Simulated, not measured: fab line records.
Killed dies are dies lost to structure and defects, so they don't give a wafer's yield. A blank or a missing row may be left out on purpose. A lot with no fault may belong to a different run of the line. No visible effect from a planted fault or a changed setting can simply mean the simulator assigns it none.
fab line records ; flow n5Finfet
[record] lots = 9; wafers = 27; lastDay = 18
route steps=1938 shown BEOL_M1@787 BEOL_M4@1111 PASSIVATION@1936
lots that met no fault: from a run of the same line without faults
startH: the number of hours between the record's first day and the start of the first shown wafer of the lot ; waitH: hours from the lot's prior step to this one ; " as in the row above ; L1.1+2: a row that stands for several wafers ; - no value, or no start given ; * or withheld: withheld ; < > ~ a bound
route shown NAME@n: NAME is a module with steps in the file, n the number in the route of the first one ; usual: the fault-free wafers' mean and standard deviation ; same: alike in all rows ; chamber/n: place in a boat ; sites: readings site by site ; _std_site: their standard deviation ; _edge_site: inner sites' mean taken away from outer sites' mean ; radiusMm: for every site, how far away it sits from the centre of the wafer ; mask NAME#n: copy n ; behind: tool/chamber where the wafer was last shaped ; hold: cause of the lot's hold/its duration in hours/its outcome ; device: transistor that didn't switch, given as n, p or np ; end of line: at the end of the route, the tests of the same wafers ; a step with no rows: only its recipe ; killed: the dies lost at the first sort to structure and to defects; this is not the yield of the wafer ; map: shows each die of a wafer: x if killed, . if not, _ if none is there
set.NAME: the run value of the setting; set.NAME@STEP: its run value at that earlier step ; model.NAME: the simulator's own value behind a step, which no gauge read
route steps across a sampled set of lots; one table per step, one row per wafer
services: the hour from which a tool's chamber was out of use, counted from the record's first day as startH (under 0 if before that day), plus the number of hours and why
[[steps]]
[step N5_BEOL_M1_OVL_MEAS_29]
[recipe] pointsPerWafer = 522
[usual] V0_OVL = 0.0/0.52
lot.wafer;tool;chamber;startH;waitH;V0_OVL[nm]
L447.1;overlay-01;0;150.01;0.0;-0.6
L447.2;overlay-01;0;150.01;0.0;-0.1
L447.3;overlay-01;0;150.01;0.0;0.0
L450.1;overlay-02;0;168.64;0.0;-1.0
L450.2;overlay-02;0;168.64;0.0;-0.5
L450.6;overlay-02;0;168.64;0.0;-0.5
L452.3;overlay-01;0;177.29;0.0;0.8
L452.5;overlay-01;0;177.29;0.0;-0.1
L452.6;overlay-01;0;177.29;0.0;0.0
L453.1;overlay-02;0;191.00;0.0;-0.2
L453.2;overlay-02;0;191.00;0.0;-0.2
L453.5;overlay-02;0;191.00;0.0;-0.3
L454.2;overlay-02;0;194.93;0.0;-0.5
L454.4;overlay-02;0;194.93;0.0;-0.4
L454.6;overlay-02;0;194.93;0.0;0.0
L457.2;overlay-01;0;207.91;0.0;0.2
L457.4;overlay-01;0;207.91;0.0;0.3
L457.6;overlay-01;0;207.91;0.0;0.6
L459.2;overlay-02;0;217.44;0.0;0.4
L459.3;overlay-02;0;217.44;0.0;0.4
L459.5;overlay-02;0;217.44;0.0;0.3
L460.3;overlay-02;0;221.35;0.0;-0.7
L460.4;overlay-02;0;221.35;0.0;0.6
L460.6;overlay-02;0;221.35;0.0;0.1
L466.1;overlay-01;0;260.16;0.0;0.7
L466.3;overlay-01;0;260.16;0.0;-0.8
L466.4;overlay-01;0;260.16;0.0;-0.2
[step N5_BEOL_M1_STRIP_36]
[recipe] chemistry = N2/H2; powerW = 450; tempC = 40; pressureMtorr = 20; rfFrequencyHz = 6e+07; overashFraction = 0.3; biasPowerW = 7; h2Frac = 0.5; n2FlowSccm = 200; h2FlowSccm = 200
[usual] drypumpMotorCurrentA = 5.8/0.55; oesProductAu = 0.77/0.097; rfVppV = 59.2/1.6; showerheadPlenumPTorr = 2.57/0.074; throttleValvePct = 23.59/0.24
lot.wafer;tool;chamber;startH;waitH;drypumpMotorCurrentA;oesProductAu;rfHoursCounterH;rfVppV;showerheadPlenumPTorr;throttleValvePct
L447.1;rieDiel-03;1;151.13;0.0;5.3;0.75;166;59.9;2.51;23.89
L447.2;rieDiel-03;0;151.13;0.0;5.9;1.01;0;58.4;2.50;23.53
L447.3;rieDiel-03;3;151.13;0.0;4.8;0.73;162;60.1;2.64;23.72
L450.1;rieDiel-05;3;189.22;0.0;5.9;0.70;170;58.8;2.64;23.97
L450.2;rieDiel-05;1;189.22;0.0;5.3;0.70;247;59.8;2.60;23.51
L450.6;rieDiel-05;3;189.22;0.0;5.9;0.70;-;58.5;2.64;23.95
L452.3;rieDiel-02;1;193.91;0.0;6.3;0.83;67;57.8;2.60;23.49
L452.5;rieDiel-02;2;193.91;0.0;5.9;0.70;-;57.7;2.38;23.39
L452.6;rieDiel-02;0;193.91;0.0;5.2;0.69;-;58.6;2.59;23.13
L453.1;rieDiel-02;1;194.40;0.0;6.3;0.82;68;60.5;2.60;23.51
L453.2;rieDiel-02;2;194.40;0.0;5.9;0.69;243;57.6;2.38;23.36
L453.5;rieDiel-02;1;194.40;0.0;6.3;0.82;-;57.6;2.60;23.51
L454.2;rieDiel-03;3;203.43;0.0;4.8;0.73;182;59.9;2.64;23.75
L454.4;rieDiel-03;1;203.43;0.0;5.3;0.74;186;62.1;2.50;23.87
L454.6;rieDiel-03;2;203.43;0.0;6.0;0.97;-;60.9;2.61;23.82
L457.2;rieDiel-02;2;212.28;0.0;5.9;0.70;249;60.0;2.38;23.37
L457.4;rieDiel-02;3;212.28;0.0;6.2;0.68;235;56.8;2.64;23.77
L457.6;rieDiel-02;1;212.28;0.0;6.3;0.82;-;62.9;2.60;23.51
L459.2;rieDiel-02;0;220.56;0.0;5.2;0.70;241;59.6;2.59;23.17
L459.3;rieDiel-02;1;220.56;0.0;6.3;0.81;77;56.9;2.59;23.53
L459.5;rieDiel-02;3;220.56;0.0;6.2;0.67;-;59.3;2.63;23.82
L460.3;rieDiel-02;0;223.13;0.0;5.2;0.69;242;60.0;2.59;23.16
L460.4;rieDiel-02;0;223.13;0.0;5.2;0.69;-;58.4;2.59;23.17
L460.6;rieDiel-02;3;223.13;0.0;6.2;0.68;-;58.0;2.63;23.81
L466.1;rieDiel-03;0;269.86;0.0;5.9;0.91;41;56.5;2.49;23.59
L466.3;rieDiel-03;2;269.86;0.0;6.0;0.93;30;59.1;2.60;23.86
L466.4;rieDiel-03;1;269.86;0.0;5.4;0.71;206;59.6;2.49;23.93
[step N5_BEOL_M1_TRENCH_ETCH_37]
[recipe] chemistry = C4F6/O2; targetDepthA = 552.07; target = SiOC; timeS = 29; ionEnergyEv = 250; pressureMtorr = 30; sourceW = 355; biasW = 185; Ar_flow_sccm = 300; C4F6_flow_sccm = 10; O2_flow_sccm = 10
[usual] drypumpMotorCurrentA = 5.8/0.55; mfcArSccm = 300.0/0.95; oes_ar_750_au = 0.77/0.086; oes_f_703_au = 0.76/0.085; oesProductAu = 0.77/0.094; rfVppV = 672/8.3; showerheadPlenumPTorr = 2.89/0.074; throttleValvePct = 20.90/0.25
lot.wafer;tool;chamber;startH;waitH;drypumpMotorCurrentA;mfcArSccm;oes_ar_750_au;oes_f_703_au;oesProductAu;rfHoursCounterH;rfVppV;showerheadPlenumPTorr;throttleValvePct
L447.1;rieDiel-03;1;151.17;-;5.3;299.6;0.76;0.79;0.75;166;670;2.84;21.25
L447.2;rieDiel-03;0;151.17;-;6.0;300.7;1.00;1.00;1.04;1;664;2.81;20.94
L447.3;rieDiel-03;3;151.17;-;4.8;302.1;0.75;0.74;0.74;162;685;3.01;21.17
L450.1;rieDiel-05;3;189.26;-;5.9;300.7;0.71;0.69;0.70;170;671;2.96;21.19
L450.2;rieDiel-05;1;189.26;-;5.3;300.9;0.69;0.66;0.69;247;693;2.92;21.02
L450.6;rieDiel-05;3;189.26;-;5.9;302.1;0.71;0.69;0.71;-;671;2.96;21.19
L452.3;rieDiel-02;1;193.95;-;6.3;301.6;0.80;0.80;0.82;68;674;2.88;20.47
L452.5;rieDiel-02;2;193.95;-;5.9;300.4;0.69;0.68;0.70;-;655;2.73;20.97
L452.6;rieDiel-02;0;193.95;-;5.2;300.3;0.71;0.69;0.71;-;672;2.92;20.85
L453.1;rieDiel-02;1;194.44;-;6.3;300.4;0.81;0.81;0.81;68;673;2.88;20.45
L453.2;rieDiel-02;2;194.44;-;5.9;299.7;0.69;0.68;0.70;243;657;2.73;20.96
L453.5;rieDiel-02;1;194.44;-;6.3;301.5;0.81;0.81;0.81;-;674;2.88;20.46
L454.2;rieDiel-03;3;203.47;-;4.9;299.9;0.74;0.73;0.72;182;683;3.00;21.19
L454.4;rieDiel-03;1;203.47;-;5.3;299.0;0.75;0.77;0.74;186;671;2.84;21.29
L454.6;rieDiel-03;2;203.47;-;6.0;299.9;0.95;0.94;0.97;-;667;2.94;21.01
L457.2;rieDiel-02;2;212.32;-;5.9;299.1;0.69;0.68;0.68;249;656;2.73;20.98
L457.4;rieDiel-02;3;212.32;-;6.2;298.7;0.68;0.69;0.68;235;670;2.92;20.82
L457.6;rieDiel-02;1;212.32;-;6.3;298.7;0.80;0.80;0.80;-;674;2.88;20.47
L459.2;rieDiel-02;0;220.60;-;5.2;298.7;0.70;0.68;0.63;241;673;2.92;20.87
L459.3;rieDiel-02;1;220.60;-;6.3;300.6;0.80;0.79;0.80;77;674;2.88;20.46
L459.5;rieDiel-02;3;220.60;-;6.2;298.6;0.68;0.69;0.61;-;671;2.92;20.80
L460.3;rieDiel-02;0;223.17;-;5.2;303.2;0.69;0.68;0.68;242;673;2.92;20.87
L460.4;rieDiel-02;0;223.17;-;5.2;301.5;0.70;0.68;0.68;-;672;2.92;20.88
L460.6;rieDiel-02;3;223.17;-;6.2;299.6;0.68;0.69;0.61;-;670;2.92;20.81
L466.1;rieDiel-03;0;269.90;-;5.9;299.1;0.90;0.88;0.91;41;664;2.79;21.00
L466.3;rieDiel-03;2;269.90;-;6.0;300.2;0.91;0.88;0.92;30;669;2.94;21.06
L466.4;rieDiel-03;1;269.90;-;5.3;300.3;0.74;0.76;0.73;207;669;2.83;21.32
[step N5_BEOL_M1_STRIP_97]
[recipe] chemistry = N2/H2; timeS = 10; powerW = 450; tempC = 40; pressureMtorr = 20; rfFrequencyHz = 6e+07; biasPowerW = 7; n2FlowSccm = 200; h2FlowSccm = 200
[usual] drypumpMotorCurrentA = 5.8/0.55; oesProductAu = 0.77/0.096; rfVppV = 59.3/0.98; showerheadPlenumPTorr = 2.57/0.074; throttleValvePct = 23.59/0.24
lot.wafer;tool;chamber;startH;waitH;drypumpMotorCurrentA;oesProductAu;rfHoursCounterH;rfVppV;showerheadPlenumPTorr;throttleValvePct
L447.1;rieDiel-03;1;-;-;5.4;0.74;166;59.7;2.51;23.87
L447.2;rieDiel-03;0;-;-;6.0;1.01;1;58.8;2.50;23.54
L447.3;rieDiel-03;3;-;-;4.8;0.73;162;58.1;2.64;23.76
L450.1;rieDiel-05;3;-;-;5.9;0.71;170;59.8;2.64;23.94
L450.2;rieDiel-05;1;-;-;5.3;0.70;247;59.3;2.60;23.49
L450.6;rieDiel-05;3;-;-;5.8;0.70;-;58.4;2.64;23.95
L452.3;rieDiel-02;1;-;-;6.3;0.83;68;57.7;2.60;23.50
L452.5;rieDiel-02;2;-;-;5.9;0.69;-;59.1;2.38;23.37
L452.6;rieDiel-02;0;-;-;5.2;0.69;-;59.9;2.59;23.16
L453.1;rieDiel-02;1;-;-;6.3;0.82;68;60.0;2.60;23.50
L453.2;rieDiel-02;2;-;-;5.9;0.70;243;58.3;2.38;23.37
L453.5;rieDiel-02;1;-;-;6.3;0.83;-;59.4;2.60;23.51
L454.2;rieDiel-03;3;-;-;4.8;0.72;182;59.4;2.64;23.78
L454.4;rieDiel-03;1;-;-;5.3;0.73;186;59.8;2.50;23.89
L454.6;rieDiel-03;2;-;-;6.0;0.96;-;59.2;2.60;23.83
L457.2;rieDiel-02;2;-;-;5.9;0.69;249;58.0;2.38;23.38
L457.4;rieDiel-02;3;-;-;6.2;0.67;235;59.0;2.64;23.81
L457.6;rieDiel-02;1;-;-;6.3;0.82;-;60.1;2.60;23.51
L459.2;rieDiel-02;0;-;-;5.2;0.69;241;57.9;2.59;23.17
L459.3;rieDiel-02;1;-;-;6.3;0.82;77;61.0;2.59;23.50
L459.5;rieDiel-02;3;-;-;6.3;0.66;-;59.1;2.64;23.81
L460.3;rieDiel-02;0;-;-;5.2;0.69;242;61.4;2.59;23.16
L460.4;rieDiel-02;0;-;-;5.2;0.69;-;59.5;2.59;23.16
L460.6;rieDiel-02;3;-;-;6.2;0.66;-;59.8;2.63;23.80
L466.1;rieDiel-03;0;-;-;6.0;0.90;41;59.7;2.49;23.59
L466.3;rieDiel-03;2;-;-;6.0;0.93;30;60.4;2.60;23.86
L466.4;rieDiel-03;1;-;-;5.3;0.71;207;58.9;2.49;23.94
[step N5_BEOL_M1_OCD_MEAS_38]
[usual] trenchDepthNm = 55.0/1.4
lot.wafer;tool;chamber;startH;waitH;trenchDepthNm
L447.1;ocd-02;-;151.32;-;57.6
L447.2;ocd-02;-;151.32;-;57.0
L447.3;ocd-02;-;151.32;-;53.9
L450.1;ocd-02;-;189.42;-;54.2
L450.2;ocd-02;-;189.42;-;54.4
L450.6;ocd-02;-;189.42;-;53.9
L452.3;ocd-01;-;194.11;-;55.5
L452.5;ocd-01;-;194.11;-;53.7
L452.6;ocd-01;-;194.11;-;53.5
L453.1;ocd-01;-;194.60;-;55.5
L453.2;ocd-01;-;194.60;-;54.1
L453.5;ocd-01;-;194.60;-;55.4
L454.2;ocd-02;-;203.63;-;54.3
L454.4;ocd-02;-;203.63;-;58.0
L454.6;ocd-02;-;203.63;-;55.5
L457.2;ocd-02;-;212.48;-;53.2
L457.4;ocd-02;-;212.48;-;54.5
L457.6;ocd-02;-;212.48;-;54.5
L459.2;ocd-01;-;220.76;-;45.8
L459.3;ocd-01;-;220.76;-;55.7
L459.5;ocd-01;-;220.76;-;46.5
L460.3;ocd-02;-;223.33;-;52.4
L460.4;ocd-02;-;223.33;-;52.9
L460.6;ocd-02;-;223.33;-;46.0
L466.1;ocd-02;-;270.05;-;57.1
L466.3;ocd-02;-;270.05;-;56.4
L466.4;ocd-02;-;270.05;-;57.2
[step N5_BEOL_M4_RC_MEAS_101]
[usual] DIBL_N = 36.4/2.7; DIBL_P = 36/3.2; IOFF_N = 0.16/0.046; IOFF_P = 0.21/0.055; ION_N = 677/15; ION_P = 464/11; SS_N = 71.5/0.79; SS_P = 73.3/0.93; VT_N = 250/4.1; VT_P = -251/4.4
lot.wafer;tool;chamber;startH;waitH;DIBL_N[mV/V];DIBL_P[mV/V];IOFF_N[nA/um];IOFF_P[nA/um];ION_N[uA/um];ION_P[uA/um];SS_N[mV/dec];SS_P[mV/dec];VT_N[mV];VT_P[mV]
L447.1;prober-02;0;206.75;0.0;31.4;29;0.09;0.13;648;452;69.9;71.0;256;-257
L447.2;prober-02;0;206.75;0.0;36.5;36;0.17;0.21;691;470;71.7;72.6;246;-249
L447.3;prober-02;0;206.75;0.0;35.3;34;0.14;0.18;677;463;71.3;72.5;252;-253
L450.1;prober-01;0;232.56;0.0;32.3;32;0.10;0.15;669;465;70.9;71.4;255;-253
L450.2;prober-01;0;232.56;0.0;36.5;38;0.17;0.23;687;472;71.7;72.6;248;-250
L450.6;prober-01;0;232.56;0.0;33.2;33;0.11;0.16;665;458;70.6;71.4;251;-252
L452.3;prober-01;0;235.90;0.3;37.4;37;0.14;0.21;667;468;71.6;73.1;254;-250
L452.5;prober-01;0;235.90;0.3;38.3;37;0.16;0.23;686;472;71.9;73.2;251;-249
L452.6;prober-01;0;235.90;0.3;39.2;40;0.18;0.28;690;473;71.7;74.1;247;-247
L453.1;prober-02;0;238.22;0.0;36.4;37;0.16;0.22;677;468;71.0;74.2;247;-248
L453.2;prober-02;0;238.22;0.0;37.7;38;0.19;0.23;709;480;71.3;73.8;243;-249
L453.5;prober-02;0;238.22;0.0;36.7;36;0.15;0.19;672;457;71.5;73.1;251;-252
L454.2;prober-01;0;251.34;0.2;36.4;37;0.17;0.26;683;470;71.5;73.6;248;-245
L454.4;prober-01;0;251.34;0.2;35.7;35;0.15;0.22;678;470;71.1;72.9;249;-248
L454.6;prober-01;0;251.34;0.2;35.9;37;0.18;0.26;695;484;71.2;72.8;246;-249
L457.2;prober-02;0;257.55;0.2;33.3;34;0.12;0.18;656;454;71.3;73.1;254;-254
L457.4;prober-02;0;257.55;0.2;38.7;39;0.24;0.25;684;456;72.1;75.0;244;-251
L457.6;prober-02;0;257.55;0.2;36.7;35;0.18;0.19;653;445;72.6;73.5;252;-254
L459.2;prober-01;0;266.03;0.2;36.6;38;0.16;0.19;692;463;71.7;73.7;248;-253
L459.3;prober-01;0;266.03;0.2;40.7;43;0.25;0.26;694;461;72.5;74.8;247;-250
L459.5;prober-01;0;266.03;0.2;37.0;40;0.16;0.21;668;454;70.8;73.7;254;-254
L460.3;prober-01;0;285.01;0.3;40.7;40;0.20;0.23;690;462;72.2;73.8;249;-250
L460.4;prober-01;0;285.01;0.3;42.5;44;0.25;0.31;694;476;72.7;75.2;246;-247
L460.6;prober-01;0;285.01;0.3;36.0;35;0.13;0.17;677;467;70.9;72.6;253;-253
L466.1;prober-01;0;319.44;0.0;28.6;29;0.06;0.09;633;435;70.3;70.7;264;-265
L466.3;prober-01;0;319.44;0.0;32.5;32;0.11;0.12;658;440;71.0;71.9;256;-259
L466.4;prober-01;0;319.44;0.0;32.1;33;0.11;0.13;677;462;70.6;71.7;253;-259
[step N5_PASSIVATION_PROBE_49]
[usual] defectLimitedYield = 91.1/1.4; killed_at_M0_to_M3 = 34/9.7; killed_at_M4_up = 13/5.1; killedAtContacts = 14/6.3; killedAtFrontEnd = 40/11; killedAtOther = 3.5/2.7; killedDies = 105/16; killedOpen = 70/12; killedShort = 34/7.8; sort_bin_4_leakage = 0.02/0.13; sort_bin_5_function = 5.2/0.88; sort_bin_6_memory = 3.3/0.7; sort_bin_8_speed = 0.1/0.62; sortNPass = 1074/17; sortYieldPct = 91.0/1.5
[same] grossDies = 1180; killedAtBackSide = 0
lot.wafer;tool;chamber;startH;waitH;defectLimitedYield[%];killed_at_M0_to_M3;killed_at_M4_up;killedAtContacts;killedAtFrontEnd;killedAtOther;killedDies;killedOpen;killedShort;sort_bin_4_leakage[%];sort_bin_5_function[%];sort_bin_6_memory[%];sort_bin_8_speed[%];sortNPass;sortYieldPct[%]
L460.3;prober-01;-;386.96;0.1;90.3;28;6;21;51;8;114;76;30;0;5.9;3.1;0;1066;90.3
L460.4;prober-01;-;387.01;0.2;90.5;32;14;22;39;5;112;73;36;0.08;5.5;3.4;0;1067;90.4
L460.6;prober-01;-;387.11;0.3;89.4;40;17;19;41;8;125;77;38;0;6.1;3.5;0;1055;89.4
// killed by level:class
L460.3 MOL_CONTACT_COAG:geometricParticle:open=18 STI_FIN_REVEAL:geometricParticle:open=15 BEOL_M2:geometricParticle:open=8 BEOL_M3:geometricParticle:open=7 STARTING-WAFER:geometricParticle:short=6 FIN_SAQP:geometricParticle:open=5 BEOL_M0_SAQP:geometricParticle:short=5 STARTING-WAFER:geometricParticle:open=5
L460.4 MOL_CONTACT_COAG:geometricParticle:open=17 BEOL_M3:geometricParticle:open=12 STI_FIN_REVEAL:geometricParticle:open=9 BEOL_M0_SAQP:geometricParticle:open=6 FIN_SAQP:geometricParticle:open=5 FIN_SAQP:geometricParticle:short=5 MOL_CONTACT_COAG:geometricParticle:short=5 BEOL_M0_SAQP:geometricParticle:short=5
L460.6 BEOL_M2:geometricParticle:open=14 MOL_CONTACT_COAG:geometricParticle:open=12 HKMG_FIN:areaEtch=7 FIN_SAQP:geometricParticle:short=6 MOL_CONTACT_COAG:geometricParticle:short=6 BEOL_M1:geometricParticle:open=6 BEOL_M4:geometricParticle:open=6 STI_FIN_REVEAL:geometricParticle:open=5
[[services]]
tool;chamber;startH;hours;kind
rieDiel-05;0;130.14;5.3;repair
rieDiel-03;0;130.43;-;clean
rieDiel-03;0;130.43;-;consumableReplace:focusRing
rieDiel-03;0;130.43;18.5;scheduledDown
rieDiel-03;0;130.43;18.5;ventCycle
rieDiel-02;-;145.77;0.3;repair
rieDiel-03;2;149.60;-;clean
rieDiel-03;2;149.60;-;consumableReplace:focusRing
rieDiel-05;1;196.49;-;clean
rieDiel-05;1;196.49;-;consumableReplace:focusRing
rieDiel-05;1;196.49;20.2;scheduledDown
rieDiel-05;1;196.49;20.2;ventCycle
rieDiel-02;2;214.60;-;clean
rieDiel-02;2;214.60;-;consumableReplace:focusRing
rieDiel-02;2;214.60;-;consumableReplace:showerhead
rieDiel-02;2;214.60;22.7;scheduledDown
rieDiel-02;2;214.60;22.7;ventCycle
rieDiel-02;0;254.63;-;clean
rieDiel-02;0;254.63;-;consumableReplace:focusRing
rieDiel-02;0;254.63;32.4;scheduledDown
rieDiel-02;0;254.63;32.4;ventCycle
[[key]]
[firstSign] step = N5_BEOL_M1_OCD_MEAS_38; reading = trenchDepthNm; direction = down; sigmas = 6.5; usual = 55.0; struck = 46.1
effect none on later readings
metAt N5_BEOL_M1_TRENCH_ETCH_37
struckLots L459,L460
struckWafers L459.2,L459.5,L460.6
notActingAt N5_BEOL_M1_OVL_MEAS_29,N5_BEOL_M1_STRIP_36,N5_BEOL_M1_STRIP_97
onsetBetween 212.32 220.60
[fault] kind = processParameterDrift; tool = rieDiel-02; chamber = -; onsetH = 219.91; steps = N5_BEOL_M1_TRENCH_ETCH_37; channel = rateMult; offset = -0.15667; shape = step; endH = 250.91; scope = struckWafersOnly
